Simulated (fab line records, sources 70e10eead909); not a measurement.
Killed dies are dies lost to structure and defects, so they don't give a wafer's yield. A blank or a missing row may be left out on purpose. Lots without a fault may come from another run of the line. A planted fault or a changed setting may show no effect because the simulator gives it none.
fab line records | flow nand_harc | part 1 of 2: steps 1 to 15 of 26
record lots=5 wafers=15 last_day=32
route steps=1302 shown A_CHANNEL_HOLE_D1@466 A_CHANNEL_FILL_D1@490
lots that met no fault: from a run of the same line without faults
start_h: hours from the record's first day to the start of the lot's first wafer shown | wait_h: hours since the lot's step before | " the same as in the row above | L1.1+2: a row that stands for several wafers | - no value, or no start given | * or withheld: withheld | < > ~ a bound
route shown NAME@n: a module of which the file shows steps, and the number in the route of the first | usual: mean/standard deviation of fault-free wafers | same: alike in all rows | chamber/n: place in a boat | sites: the reading at each site | _std_site: their standard deviation | _edge_site: outer sites' mean less inner sites' | radius_mm: how far each site lies from the wafer's centre | mask NAME#n: copy n | behind: the tool/chamber that last shaped the wafer | hold: why the lot was held/for how many hours/how that ended | device: the transistor (n, p or np) that didn't switch | end of line: the same wafers' tests at the end of the route | a step without rows: its recipe alone | killed: dies lost to structure and defects at the first sort, not the wafer's yield | map: a wafer's dies, x killed, . not, _ none there
set.NAME: the setting as run; set.NAME@STEP: as run at that earlier step | model.NAME: the simulator's own value behind a step, which no gauge read
lots at some steps of the route; a table a step, a row a wafer
services: from which hour (start_h, from the record's first day; less than 0 if before it) a tool's chamber was out of use, for how many hours, and why
## steps
# step NHARC_A_CHANNEL_HOLE_D1_ETCH_38
# recipe target_depth_a=390 over_etch_frac=0.3 time_s=65 ion_energy_ev=80 cf4_flow_sccm=150 ar_flow_sccm=0 rf_w=300 bias_w=100 chemistry=CF4
# usual drypump_motor_current_A=6.05/0.28 oes_product_au=1.003/0.012 rf_vpp_V=151.6/1.3 showerhead_plenum_p_Torr=1.80/0.077 throttle_valve_pct=13.284/0.0084
# columns lot.wafer tool chamber start_h wait_h drypump_motor_current_A oes_product_au rf_hours_counter_h rf_vpp_V showerhead_plenum_p_Torr throttle_valve_pct
L074.1 rie_diel-10 0 185.66 0.1 6.05 0.995 9 151.8 1.85 13.282
L074.5 " 3 " " 6.20 0.999 - 152.8 1.89 13.278
L074.4 " 0 " " 6.00 0.998 - 150.2 1.85 13.279
L082.4 rie_diel-12 1 261.86 0.1 6.04 1.001 52 151.1 1.78 13.288
L082.1 " 3 " " 6.30 1.013 53 150.8 1.80 13.288
L082.5 " 0 " " 6.39 0.988 - 148.6 1.67 13.275
L085.4 rie_diel-10 0 292.29 0.1 6.04 1.034 4 153.0 1.85 13.285
L085.5 " 1 " " 5.93 0.998 - 152.4 1.79 13.273
L085.6 " 2 " " 6.30 1.005 - 150.2 1.67 13.279
L088.3 rie_diel-07 0 325.03 0.1 4.88 0.985 5 151.0 1.74 13.284
L088.4 " 1 " " 6.28 0.981 6 152.3 1.81 13.283
L088.2 " 2 " " 5.14 0.989 8 153.0 1.89 13.298
L095.2 rie_diel-10 0 391.76 0.1 6.04 1.011 14 153.1 1.85 13.275
L095.3 " 2 " " 6.31 1.011 12 149.7 1.67 13.286
L095.6 " 0 " " 6.00 1.014 - 150.5 1.85 13.285
# step NHARC_A_CHANNEL_HOLE_D1_ETCH_39
# recipe target_depth_a=2600 over_etch_frac=0.3 time_s=325 ion_energy_ev=200 n2_flow_sccm=150 h2_flow_sccm=150 ar_flow_sccm=0 rf_w=400 bias_w=150 chemistry=N2/H2
# usual drypump_motor_current_A=6.06/0.27 oes_product_au=1.005/0.011 rf_vpp_V=431.4/2.9 showerhead_plenum_p_Torr=2.08/0.1 throttle_valve_pct=14.171/0.0088
# columns lot.wafer tool chamber start_h wait_h drypump_motor_current_A oes_product_au rf_hours_counter_h rf_vpp_V showerhead_plenum_p_Torr throttle_valve_pct
L074.1 rie_diel-10 0 - - 6.01 0.996 9 432.9 2.15 14.183
L074.5 " 3 " " 6.23 1.007 - 435.0 2.20 14.181
L074.4 " 0 " " 6.00 1.017 - 434.2 2.15 14.175
L082.4 rie_diel-12 2 - - 5.84 1.016 45 430.2 2.04 14.168
L082.1 " 0 " " 6.38 0.988 43 425.7 1.91 14.160
L082.5 " 2 " " 5.85 1.010 - 430.9 2.04 14.177
L085.4 rie_diel-10 0 - - 6.00 1.026 4 432.8 2.14 14.181
L085.6 " 1 " " 5.96 1.002 - 430.3 2.06 14.189
L085.5 " 2 " " 6.30 1.011 - 427.6 1.92 14.174
L088.4 rie_diel-07 2 - - 5.14 1.000 9 434.2 2.20 14.162
L088.2 " 0 " " 4.89 1.002 6 429.4 2.01 14.175
L088.3 " 1 " " 6.25 0.986 6 432.4 2.09 14.176
L095.2 rie_diel-10 1 - - 5.95 0.992 13 431.0 2.06 14.198
L095.3 " 3 " " 6.21 0.994 13 433.2 2.19 14.174
L095.6 " 2 " " 6.28 1.005 - 426.8 1.91 14.179
# step NHARC_A_CHANNEL_HOLE_D1_ETCH_34
# recipe target_depth_a=1540 time_s=77 cf4_flow_sccm=100 chf3_flow_sccm=30 ar_flow_sccm=0 rf_w=500 bias_w=200 chemistry=CF4/CHF3
# usual drypump_motor_current_A=6.04/0.27 oes_product_au=0.944/0.024 rf_vpp_V=371.6/2.5 showerhead_plenum_p_Torr=1.60/0.067 throttle_valve_pct=16.802/0.0087
# columns lot.wafer tool chamber start_h wait_h drypump_motor_current_A oes_product_au rf_hours_counter_h rf_vpp_V showerhead_plenum_p_Torr throttle_valve_pct
L074.1 rie_diel-10 3 - - 6.21 0.938 9 373.3 1.69 16.805
L074.4 " 0 " " 6.02 0.975 - 372.4 1.65 16.792
L074.5 " 1 " " 5.96 0.926 - 369.5 1.59 16.804
L082.4 rie_diel-12 2 - - 5.80 0.935 46 370.2 1.57 16.793
L082.1 " 0 " " 6.36 0.913 43 368.2 1.48 16.799
L082.5 " 2 " " 5.81 0.940 - 371.1 1.58 16.811
L085.4 rie_diel-10 0 - - 5.99 0.999 4 373.1 1.65 16.793
L085.5 " 3 " " 6.24 0.959 - 374.9 1.68 16.827
L085.6 " 0 " " 5.97 1.000 - 373.3 1.65 16.800
L088.3 rie_diel-07 2 - - 5.15 0.950 9 374.8 1.68 16.807
L088.4 " 3 " " 5.55 0.960 8 366.7 1.48 16.807
L088.2 " 1 " " 6.30 0.940 6 371.9 1.61 16.794
L095.2 rie_diel-10 2 - - 6.28 0.931 12 367.4 1.48 16.809
L095.3 " 3 " " 6.24 0.934 13 373.5 1.68 16.794
L095.6 " 0 " " 5.98 0.942 - 373.9 1.64 16.801
# step NHARC_A_CHANNEL_HOLE_D1_ETCH_16
# recipe target_depth_a=31000 over_etch_frac=0.3 time_s=806 ion_energy_ev=150 o2_flow_sccm=400 cos_flow_sccm=20 ar_flow_sccm=0 rf_w=500 bias_w=300 chemistry=O2/COS
# usual drypump_motor_current_A=6.06/0.27 oes_product_au=1.004/0.012 rf_vpp_V=314.9/2 showerhead_plenum_p_Torr=3.18/0.13 throttle_valve_pct=28.329/0.0088
# columns lot.wafer tool chamber start_h wait_h drypump_motor_current_A oes_product_au rf_hours_counter_h rf_vpp_V showerhead_plenum_p_Torr throttle_valve_pct
L074.1 rie_diel-10 3 - - 6.22 1.009 9 317.4 3.34 28.312
L074.5 " 1 " " 5.94 1.006 - 315.0 3.16 28.330
L074.4 " 3 " " 6.23 1.008 - 316.9 3.34 28.335
L082.4 rie_diel-12 3 - - 6.31 1.007 53 313.5 3.18 28.328
L082.1 " 0 " " 6.38 0.994 43 311.2 2.95 28.330
L082.5 " 2 " " 5.82 1.007 - 315.4 3.12 28.318
L085.4 rie_diel-10 3 - - 6.20 0.995 4 317.1 3.34 28.309
L085.6 " 2 " " 6.30 1.012 - 311.9 2.95 28.319
L085.5 " 3 " " 6.20 1.005 - 316.7 3.34 28.334
L088.3 rie_diel-07 1 - - 6.27 0.991 6 315.0 3.20 28.316
L088.4 " 2 " " 5.15 0.989 9 317.3 3.34 28.336
L088.2 " 0 " " 4.91 1.001 6 312.8 3.08 28.336
L095.3 rie_diel-10 1 - - 5.95 0.992 13 314.5 3.15 28.325
L095.2 " 2 " " 6.31 1.015 12 312.3 2.94 28.330
L095.6 " 1 " " 5.98 0.991 - 313.9 3.15 28.330
# step NHARC_A_CHANNEL_HOLE_D1_CD_MEAS_18
# usual cd_nm=98.8/2.5
# columns lot.wafer tool chamber start_h wait_h cd_nm
L074.1 cd_sem-03 - 186.87 - 98.1
L074.4 " - " " 97.1
L074.5 " - " " 97.3
L082.1 cd_sem-03 - 262.87 - 99.9
L082.4 " - " " 99.4
L082.5 " - " " 96.0
L085.4 cd_sem-02 - 293.30 - 97.1
L085.5 " - " " 98.7
L085.6 " - " " 97.8
L088.2 cd_sem-02 - 326.09 - 97.7
L088.3 " - " " 100.9
L088.4 " - " " 98.9
L095.2 cd_sem-02 - 392.78 - 101.1
L095.3 " - " " 100.3
L095.6 " - " " 99.0
# step NHARC_A_CHANNEL_HOLE_D1_ETCH_19
# recipe bias_v=1200 source_w=2500 pressure_mtorr=15 time_s=34.5 ar_flow_sccm=375 c4f8_flow_sccm=28.8 o2_flow_sccm=96.2 temp_c=-20 target_depth_a=* chemistry=C4F8/O2/Ar
# usual drypump_motor_current_A=6.06/0.23 showerhead_plenum_p_Torr=3.55/0.064 throttle_valve_pct=37.039/0.0091
# columns lot.wafer tool chamber start_h wait_h drypump_motor_current_A rf_hours_counter_h showerhead_plenum_p_Torr throttle_valve_pct
L074.1 har_etch-01 1 186.95 0.1 6.25 92 3.55 37.041
L074.4 " 1 " " 6.27 - 3.55 37.048
L074.5 " 1 " " 6.23 - 3.55 37.054
L082.1 har_etch-02 0 262.96 0.1 5.71 335 3.53 37.035
L082.4 " 0 " " 5.72 - 3.53 37.016
L082.5 " 0 " " 5.72 - 3.53 37.041
L085.4 har_etch-01 0 293.75 0.4 6.23 - 3.64 37.038
L085.6 " 0 " " 6.23 - 3.64 37.040
L085.5 " 1 " " 6.25 - 3.51 37.050
L088.2 har_etch-01 0 326.18 0.1 6.20 169 3.63 37.048
L088.3 " 1 " " 6.25 - 3.50 37.039
L088.4 " 0 " " 6.24 - 3.63 37.034
L095.2 har_etch-01 1 396.56 3.8 6.22 218 3.48 37.051
L095.3 " 1 " " 6.25 - 3.48 37.037
L095.6 " 0 " " 6.24 - 3.61 37.029
# step NHARC_A_CHANNEL_HOLE_D1_ETCH_20
# recipe bias_v=3000 source_w=withheld pressure_mtorr=20 time_s=361.9 ar_flow_sccm=375 c4f8_flow_sccm=89.3 o2_flow_sccm=35.7 temp_c=-20 target_depth_a=16000 chemistry=C4F8/O2/Ar
# usual drypump_motor_current_A=6.06/0.24 showerhead_plenum_p_Torr=3.51/0.062 throttle_valve_pct=32.154/0.009
# columns lot.wafer tool chamber start_h wait_h drypump_motor_current_A rf_hours_counter_h showerhead_plenum_p_Torr throttle_valve_pct
L074.1 har_etch-01 1 187.06 0.1 6.24 92 3.51 32.156
L074.4 " 1 " " 6.24 - 3.51 32.150
L074.5 " 1 " " 6.21 - 3.51 32.155
L082.1 har_etch-02 0 263.11 0.1 5.72 335 3.49 32.150
L082.4 " 0 " " 5.73 - 3.49 32.166
L082.5 " 0 " " 5.73 - 3.49 32.165
L085.4 har_etch-01 0 293.93 0.2 6.20 - 3.60 32.145
L085.6 " 0 " " 6.20 - 3.60 32.141
L085.5 " 1 " " 6.27 - 3.48 32.164
L088.2 har_etch-01 0 326.33 0.1 6.25 169 3.60 32.156
L088.3 " 1 " " 6.29 - 3.47 32.159
L088.4 " 0 " " 6.26 - 3.59 32.141
L095.2 har_etch-01 1 396.67 0.1 6.26 218 3.44 32.163
L095.3 " 1 " " 6.26 - 3.45 32.150
L095.6 " 0 " " 6.23 - 3.57 32.152
# step NHARC_A_CHANNEL_HOLE_D1_ETCH_21
# recipe bias_v=3000 source_w=withheld pressure_mtorr=20 time_s=514.3 ar_flow_sccm=375 c4f8_flow_sccm=89.3 o2_flow_sccm=35.7 temp_c=-20 target_depth_a=16000 chemistry=C4F8/O2/Ar
# usual drypump_motor_current_A=6.06/0.23 showerhead_plenum_p_Torr=3.51/0.062 throttle_valve_pct=32.154/0.011
# columns lot.wafer tool chamber start_h wait_h drypump_motor_current_A rf_hours_counter_h showerhead_plenum_p_Torr throttle_valve_pct
L074.1 har_etch-01 1 187.37 0.3 6.26 92 3.51 32.162
L074.4 " 1 " " 6.22 - 3.51 32.117
L074.5 " 1 " " 6.26 - 3.51 32.158
L082.1 har_etch-02 0 263.45 0.3 5.73 336 3.49 32.161
L082.4 " 0 " " 5.74 - 3.49 32.179
L082.5 " 0 " " 5.74 - 3.49 32.150
L085.4 har_etch-01 0 294.28 0.3 6.22 - 3.60 32.151
L085.6 " 0 " " 6.22 - 3.60 32.144
L085.5 " 1 " " 6.24 - 3.48 32.164
L088.2 har_etch-01 0 326.66 0.3 6.24 169 3.59 32.145
L088.3 " 1 " " 6.26 - 3.47 32.161
L088.4 " 0 " " 6.27 - 3.60 32.161
L095.2 har_etch-01 1 396.99 0.3 6.23 219 3.44 32.144
L095.3 " 1 " " 6.26 - 3.45 32.171
L095.6 " 0 " " 6.20 - 3.57 32.165
# step NHARC_A_CHANNEL_HOLE_D1_ETCH_22
# recipe bias_v=3000 source_w=withheld pressure_mtorr=20 time_s=666.7 ar_flow_sccm=375 c4f8_flow_sccm=89.3 o2_flow_sccm=35.7 temp_c=-20 target_depth_a=16000 chemistry=C4F8/O2/Ar
# usual drypump_motor_current_A=6.06/0.23 showerhead_plenum_p_Torr=3.51/0.062 throttle_valve_pct=32.155/0.0089
# columns lot.wafer tool chamber start_h wait_h drypump_motor_current_A rf_hours_counter_h showerhead_plenum_p_Torr throttle_valve_pct
L074.1 har_etch-01 1 187.81 0.4 6.22 93 3.51 32.149
L074.4 " 1 " " 6.26 - 3.51 32.156
L074.5 " 1 " " 6.25 - 3.51 32.161
L082.1 har_etch-02 0 263.91 0.4 5.74 336 3.49 32.160
L082.4 " 0 " " 5.75 - 3.49 32.159
L082.5 " 0 " " 5.73 - 3.49 32.153
L085.4 har_etch-01 0 294.76 0.4 6.22 - 3.60 32.153
L085.6 " 0 " " 6.23 - 3.60 32.161
L085.5 " 1 " " 6.28 - 3.48 32.150
L088.2 har_etch-01 0 327.12 0.4 6.24 170 3.59 32.149
L088.3 " 1 " " 6.25 - 3.47 32.160
L088.4 " 0 " " 6.21 - 3.59 32.173
L095.2 har_etch-01 1 397.43 0.4 6.25 219 3.45 32.166
L095.3 " 1 " " 6.26 - 3.44 32.150
L095.6 " 0 " " 6.23 - 3.57 32.166
# step NHARC_A_CHANNEL_HOLE_D1_ETCH_23
# recipe bias_v=5000 source_w=withheld pressure_mtorr=20 time_s=819 ar_flow_sccm=375 c4f8_flow_sccm=89.3 o2_flow_sccm=35.7 temp_c=-20 target_depth_a=16000 chemistry=C4F8/O2/Ar
# usual drypump_motor_current_A=6.06/0.23 showerhead_plenum_p_Torr=3.51/0.062 throttle_valve_pct=32.155/0.0083
# columns lot.wafer tool chamber start_h wait_h drypump_motor_current_A rf_hours_counter_h showerhead_plenum_p_Torr throttle_valve_pct
L074.1 har_etch-01 1 188.37 0.5 6.23 93 3.51 32.152
L074.4 " 1 " " 6.23 - 3.51 32.162
L074.5 " 1 " " 6.21 - 3.51 32.157
L082.1 har_etch-02 0 264.50 0.5 5.72 337 3.49 32.149
L082.4 " 0 " " 5.72 - 3.49 32.158
L082.5 " 0 " " 5.72 - 3.49 32.161
L085.4 har_etch-01 0 295.37 0.5 6.23 - 3.60 32.155
L085.6 " 0 " " 6.23 - 3.60 32.173
L085.5 " 1 " " 6.29 - 3.48 32.146
L088.2 har_etch-01 0 327.71 0.5 6.22 170 3.59 32.172
L088.3 " 1 " " 6.28 - 3.47 32.154
L088.4 " 0 " " 6.23 - 3.59 32.166
L095.2 har_etch-01 1 398.00 0.5 6.23 220 3.44 32.162
L095.3 " 1 " " 6.27 - 3.44 32.155
L095.6 " 0 " " 6.24 - 3.57 32.158
# step NHARC_A_CHANNEL_HOLE_D1_ETCH_24
# recipe bias_v=5000 source_w=withheld pressure_mtorr=20 time_s=906.2 ar_flow_sccm=375 c4f8_flow_sccm=93.8 o2_flow_sccm=31.2 temp_c=-20 target_depth_a=15000 chemistry=C4F8/O2/Ar
# usual drypump_motor_current_A=6.06/0.23 showerhead_plenum_p_Torr=3.51/0.062 throttle_valve_pct=32.236/0.009
# columns lot.wafer tool chamber start_h wait_h drypump_motor_current_A rf_hours_counter_h showerhead_plenum_p_Torr throttle_valve_pct
L074.1 har_etch-01 1 189.08 0.6 6.24 94 3.51 32.236
L074.4 " 1 " " 6.25 - 3.51 32.235
L074.5 " 1 " " 6.26 - 3.51 32.247
L082.1 har_etch-02 0 265.21 0.6 5.73 337 3.49 32.221
L082.4 " 0 " " 5.74 - 3.49 32.239
L082.5 " 0 " " 5.73 - 3.49 32.235
L085.4 har_etch-01 0 296.09 0.6 6.25 - 3.60 32.230
L085.6 " 0 " " 6.23 - 3.60 32.223
L085.5 " 1 " " 6.24 - 3.47 32.231
L088.2 har_etch-01 0 328.42 0.6 6.22 171 3.59 32.237
L088.3 " 1 " " 6.27 - 3.47 32.243
L088.4 " 0 " " 6.23 - 3.59 32.237
L095.2 har_etch-01 1 398.70 0.6 6.24 220 3.44 32.236
L095.3 " 1 " " 6.24 - 3.44 32.238
L095.6 " 0 " " 6.26 - 3.56 32.223
# step NHARC_A_CHANNEL_HOLE_D1_ETCH_25
# recipe bias_v=5000 source_w=withheld pressure_mtorr=20 time_s=1040.2 ar_flow_sccm=375 c4f8_flow_sccm=93.8 o2_flow_sccm=31.2 temp_c=-20 target_depth_a=15000 chemistry=C4F8/O2/Ar
# usual drypump_motor_current_A=6.06/0.23 showerhead_plenum_p_Torr=3.51/0.062 throttle_valve_pct=32.236/0.0093
# columns lot.wafer tool chamber start_h wait_h drypump_motor_current_A rf_hours_counter_h showerhead_plenum_p_Torr throttle_valve_pct
L074.1 har_etch-01 1 189.84 0.6 6.23 95 3.51 32.238
L074.4 " 1 " " 6.25 - 3.51 32.244
L074.5 " 1 " " 6.26 - 3.51 32.231
L082.1 har_etch-02 0 266.00 0.7 5.73 338 3.49 32.239
L082.4 " 0 " " 5.70 - 3.49 32.246
L082.5 " 0 " " 5.72 - 3.49 32.242
L085.4 har_etch-01 0 296.89 0.7 6.24 - 3.60 32.235
L085.6 " 0 " " 6.26 - 3.60 32.239
L085.5 " 1 " " 6.27 - 3.47 32.235
L088.2 har_etch-01 0 329.21 0.7 6.25 172 3.59 32.214
L088.3 " 1 " " 6.24 - 3.47 32.236
L088.4 " 0 " " 6.24 - 3.59 32.240
L095.2 har_etch-01 1 399.48 0.6 6.23 221 3.44 32.223
L095.3 " 1 " " 6.25 - 3.44 32.226
L095.6 " 0 " " 6.22 - 3.56 32.225
# step NHARC_A_CHANNEL_HOLE_D1_ETCH_26
# recipe bias_v=300 source_w=2000 pressure_mtorr=30 time_s=224.1 ar_flow_sccm=375 c4f8_flow_sccm=11.4 o2_flow_sccm=113.6 temp_c=-20 target_depth_a=3000 chemistry=C4F8/O2/Ar
# usual drypump_motor_current_A=6.06/0.23 showerhead_plenum_p_Torr=3.55/0.065 throttle_valve_pct=24.585/0.01
# columns lot.wafer tool chamber start_h wait_h drypump_motor_current_A rf_hours_counter_h showerhead_plenum_p_Torr throttle_valve_pct
L074.1 har_etch-01 1 190.71 0.7 6.22 96 3.55 24.586
L074.4 " 1 " " 6.24 - 3.54 24.575
L074.5 " 1 " " 6.22 - 3.54 24.587
L082.1 har_etch-02 0 266.77 0.6 5.74 339 3.53 24.576
L082.4 " 0 " " 5.72 - 3.53 24.588
L082.5 " 0 " " 5.72 - 3.53 24.575
L085.4 har_etch-01 0 297.53 0.5 6.25 - 3.64 24.588
L085.6 " 0 " " 6.24 - 3.64 24.585
L085.5 " 1 " " 6.25 - 3.51 24.582
L088.2 har_etch-01 0 329.96 0.6 6.29 172 3.63 24.573
L088.3 " 1 " " 6.26 - 3.50 24.568
L088.4 " 0 " " 6.26 - 3.63 24.571
L095.2 har_etch-01 1 400.35 0.7 6.24 222 3.48 24.589
L095.3 " 1 " " 6.27 - 3.48 24.587
L095.6 " 0 " " 6.18 - 3.61 24.575
# step NHARC_A_CHANNEL_HOLE_D1_ETCH_33
# recipe bias_v=400 source_w=2000 pressure_mtorr=25 time_s=90 ar_flow_sccm=375 c4f8_flow_sccm=41.7 o2_flow_sccm=83.3 temp_c=-20 target_depth_a=4000 chemistry=C4F8/O2/Ar
# usual drypump_motor_current_A=6.05/0.23 showerhead_plenum_p_Torr=3.55/0.064 throttle_valve_pct=27.619/0.0096
# columns lot.wafer tool chamber start_h wait_h drypump_motor_current_A rf_hours_counter_h showerhead_plenum_p_Torr throttle_valve_pct
L074.1 har_etch-01 1 190.91 0.2 6.24 96 3.54 27.635
L074.4 " 1 " " 6.21 - 3.54 27.626
L074.5 " 1 " " 6.21 - 3.54 27.625
L082.1 har_etch-02 0 266.97 0.2 5.71 339 3.53 27.619
L082.4 " 0 " " 5.70 - 3.53 27.620
L082.5 " 0 " " 5.72 - 3.53 27.612
L085.4 har_etch-01 0 297.73 0.2 6.25 - 3.64 27.629
L085.6 " 0 " " 6.24 - 3.64 27.611
L085.5 " 1 " " 6.27 - 3.51 27.615
L088.2 har_etch-01 0 330.16 0.2 6.24 173 3.63 27.626
L088.3 " 1 " " 6.25 - 3.50 27.624
L088.4 " 0 " " 6.22 - 3.63 27.633
L095.2 har_etch-01 1 400.55 0.2 6.23 222 3.48 27.625
L095.3 " 1 " " 6.23 - 3.48 27.604
L095.6 " 0 " " 6.22 - 3.60 27.624
# step NHARC_A_CHANNEL_HOLE_D1_STRIP_41
# recipe n2_flow_sccm=150 h2_flow_sccm=150 ar_flow_sccm=0 bias_w=0 chemistry=N2/H2
# columns lot.wafer tool chamber start_h wait_h
L074.1+4+5 rie_diel-10 3,1,3 191.45 0.5
L082.4+1+5 rie_diel-10 0,1,3 267.48 0.4
L085.4+6+5 rie_diel-12 0,2,3 298.21 0.5
L088.3+4+2 rie_diel-12 1,2,3 330.67 0.4
L095.2+3+6 rie_diel-10 0,3,0 401.07 0.5
